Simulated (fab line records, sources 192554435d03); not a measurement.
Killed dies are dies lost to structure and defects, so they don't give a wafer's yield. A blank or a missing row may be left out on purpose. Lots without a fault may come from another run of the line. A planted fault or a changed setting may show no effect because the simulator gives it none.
Which tool did it? | flow n5_finfet | 12 lots, 35 wafers sampled, at 5 steps of a route of 1938

WHAT THE GAUGES READ, wafer by wafer
N5_ZERO_LAYER_INSPECT_20: inspects for defects (darkfield).
lot  | measured    | on                | raw_defect_count
L546 | day 1 13:15 | defect_inspect-02 | 30 36
L547 | day 1 19:17 | defect_inspect-01 | 25 31 24
L548 | day 2 01:24 | defect_inspect-01 | 41 16 31
L549 | day 2 07:30 | defect_inspect-01 | 23 27 39
L550 | day 2 14:51 | defect_inspect-02 | 21 25 25
L551 | day 2 19:53 | defect_inspect-01 | 26 30 30
L555 | day 3 19:30 | defect_inspect-01 | 51 21 24
L558 | day 4 13:23 | defect_inspect-02 | 42 53 23
L561 | day 5 07:40 | defect_inspect-01 | 44 35 45
L562 | day 5 13:25 | defect_inspect-02 | 56 59 31
L565 | day 6 07:25 | defect_inspect-01 | 34 40 34
L568 | day 7 01:15 | defect_inspect-01 | 48 39 42

N5_WELL_APT_OVL_MEAS_26.
lot  | measured    | on         | PWELL_OVL (nm)
L546 | day 1 14:50 | overlay-02 | 1 0
L547 | day 1 21:04 | overlay-02 | -6 -7 -6
L548 | day 2 02:59 | overlay-01 | -4 -1 5
L549 | day 2 09:29 | overlay-02 | 1 2 6
L550 | day 2 16:26 | overlay-01 | 3 -6 2
L551 | day 2 21:28 | overlay-02 | -1 2 2
L555 | day 3 21:22 | overlay-01 | 13 3 9
L558 | day 4 15:21 | overlay-02 | -6 -4 -4
L561 | day 5 09:07 | overlay-01 | 10 5 8
L562 | day 5 15:01 | overlay-02 | -4 -4 -1
L565 | day 6 09:00 | overlay-01 | -6 3 4
L568 | day 7 03:21 | overlay-02 | 3 4 -1

N5_PMOS_HMC_CHANNEL_EPI_CD_MEAS_09: target cd 237.4 nm.
lot  | measured    | on        | cd_nm (nm)
L546 | day 1 17:04 | cd_sem-03 | 236.3 237.1
L547 | day 1 23:13 | cd_sem-01 | 237.6 234.7 236.0
L548 | day 2 05:07 | cd_sem-01 | 238.8 237.4 238.6
L549 | day 2 11:50 | cd_sem-01 | 239.1 237.6 237.3
L550 | day 2 18:44 | cd_sem-03 | 237.3 237.2 236.9
L551 | day 2 23:49 | cd_sem-01 | 237.2 237.2 238.7
L555 | day 3 23:23 | cd_sem-03 | 221.1 222.1 219.9
L558 | day 4 18:01 | cd_sem-03 | 234.9 237.8 236.1
L561 | day 5 11:29 | cd_sem-03 | 219.9 220.2 219.7
L562 | day 5 17:10 | cd_sem-03 | 237.1 237.7 238.0
L565 | day 6 11:24 | cd_sem-03 | 238.6 239.0 238.8
L568 | day 7 05:23 | cd_sem-03 | 236.9 236.4 236.8

WHICH TOOL RAN EACH LOT (tool, then ch and the chambers of the sampled wafers, then the start)
lot  | N5_PMOS_HMC_CHANNEL_EPI_HM_DEP_34 | N5_PMOS_HMC_CHANNEL_EPI_PEB_07
L546 | pecvd-02 ch 1,2, day 1 16:48      | litho_track-03 ch 0, day 1 17:01
L547 | pecvd-02 ch 0,1,2, day 1 22:57    | litho_track-01 ch 0, day 1 23:10
L548 | pecvd-04 ch 1,2, day 2 04:43      | litho_track-01 ch 0, day 2 05:04
L549 | pecvd-04 ch 0,1,2, day 2 11:33    | litho_track-04 ch 0, day 2 11:46
L550 | pecvd-04 ch 1,2, day 2 18:19      | litho_track-01 ch 0, day 2 18:40
L551 | pecvd-04 ch 1,2, day 2 23:25      | litho_track-03 ch 0, day 2 23:45
L555 | pecvd-02 ch 0,1,2, day 3 23:06    | litho_track-04 ch 0, day 3 23:19
L558 | pecvd-01 ch 1,2, day 4 17:37      | litho_track-01 ch 0, day 4 17:58
L561 | pecvd-01 ch 0,1,2, day 5 11:05    | litho_track-04 ch 0, day 5 11:25
L562 | pecvd-01 ch 0,2, day 5 16:44      | litho_track-03 ch 0, day 5 17:05
L565 | pecvd-04 ch 0,1,2, day 6 10:59    | litho_track-03 ch 0, day 6 11:20
L568 | pecvd-01 ch 0,1,2, day 7 05:07    | litho_track-01 ch 0, day 7 05:20
- N5_PMOS_HMC_CHANNEL_EPI_HM_DEP_34: deposits SiO2 from TEOS/O2, target thk 36 nm, time 6.9 s.
- N5_PMOS_HMC_CHANNEL_EPI_PEB_07: peb time 60 s.

WHAT THE TOOLS THEMSELVES READ (means of the sampled wafers that have a number; where no wafer has one, the mark that the record gives instead)
N5_PMOS_HMC_CHANNEL_EPI_HM_DEP_34.
lot  | tool     | heater_power_w (W) | showerhead_plenum_p_Torr (Torr) | throttle_valve_pct (%)
L546 | pecvd-02 | 528                | 8.32                            | 18.5
L547 | pecvd-02 | 553                | 8.31                            | 18.3
L548 | pecvd-04 | 629                | 8.37                            | 18.7
L549 | pecvd-04 | 640                | 8.38                            | 18.5
L550 | pecvd-04 | 724                | 8.38                            | 18.7
L551 | pecvd-04 | 651                | 8.36                            | 18.6
L555 | pecvd-02 | 481                | 8.31                            | 18.4
L558 | pecvd-01 | 572                | 8.40                            | 20.0
L561 | pecvd-01 | 606                | 8.38                            | 19.2
L562 | pecvd-01 | 542                | 8.41                            | 17.8
L565 | pecvd-04 | 644                | 8.38                            | 18.7
L568 | pecvd-01 | 589                | 8.38                            | 19.0

N5_PMOS_HMC_CHANNEL_EPI_PEB_07.
lot  | tool           | heater_power_total_W (W) | plate_temp_C (C)
L546 | litho_track-03 | 174.4                    | 110.00
L547 | litho_track-01 | 175.8                    | 110.01
L548 | litho_track-01 | 174.8                    | 109.89
L549 | litho_track-04 | 177.2                    | 109.99
L550 | litho_track-01 | 173.3                    | 110.02
L551 | litho_track-03 | 175.1                    | 109.81
L555 | litho_track-04 | 165.7                    | 105.09
L558 | litho_track-01 | 174.9                    | 110.01
L561 | litho_track-04 | 164.1                    | 105.14
L562 | litho_track-03 | 175.5                    | 110.11
L565 | litho_track-03 | 176.2                    | 109.96
L568 | litho_track-01 | 175.0                    | 110.20

THE ANSWER, worked out from the rows above alone
Rule: what is usual is taken from the lots themselves. Put in order of their means at a reading, lots are off if they are a third of the lots or fewer, leave a main group of 4 or more, and stand apart from it by a gap of 3 or more times the standard deviation of the main group's means; of several such gaps the widest counts. A main group whose means are all the same, to the digits that the tables above print for the reading, isn't used. A lot without any number at a reading at which 4 lots or more have one is off too. The other lots that the step has rows for count as sound. The gauges are gone through in route order, then the tools' own readings, and for those a lot's mean is taken as printed above. The first step at which some lot is off is used, and at that step the reading that is off furthest; a lot without a number counts as furthest.
Off: L555, L561, at N5_PMOS_HMC_CHANNEL_EPI_CD_MEAS_09 (cd_nm). The main group: mean 237.3 nm, standard deviation 0.85.
A tool fits if, at a process step before that reading, it ran every lot that is off, and no sound lot after the first of them. The gauges at N5_PMOS_HMC_CHANNEL_EPI_CD_MEAS_09 aren't tried: what is off there is off at N5_PMOS_HMC_CHANNEL_EPI_PEB_07 too, on other tools, and a gauge's error can't cause that. One fits: litho_track-04 at N5_PMOS_HMC_CHANNEL_EPI_PEB_07. Its last sound lot is L549 (day 2 11:46), its first lot that is off L555 (day 3 23:19): a fault that began between those two fits.
The tool's own readings at N5_PMOS_HMC_CHANNEL_EPI_PEB_07 bear it out: on the lots that are off they differ by more than 5 times the standard deviation of the sound lots' means. heater_power_total_W reads 164.9 W there against 175.2 W on the sound lots; plate_temp_C reads 105.12 C there against 110.00 C on the sound lots.

WHAT THE SIMULATOR HAD PUT IN
Process parameter drift: litho_track-04, from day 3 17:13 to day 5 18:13, at N5_PMOS_HMC_CHANNEL_EPI_PEB_07. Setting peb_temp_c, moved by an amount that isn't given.
Lots struck among those shown: L555, L561. The rule above found the same.
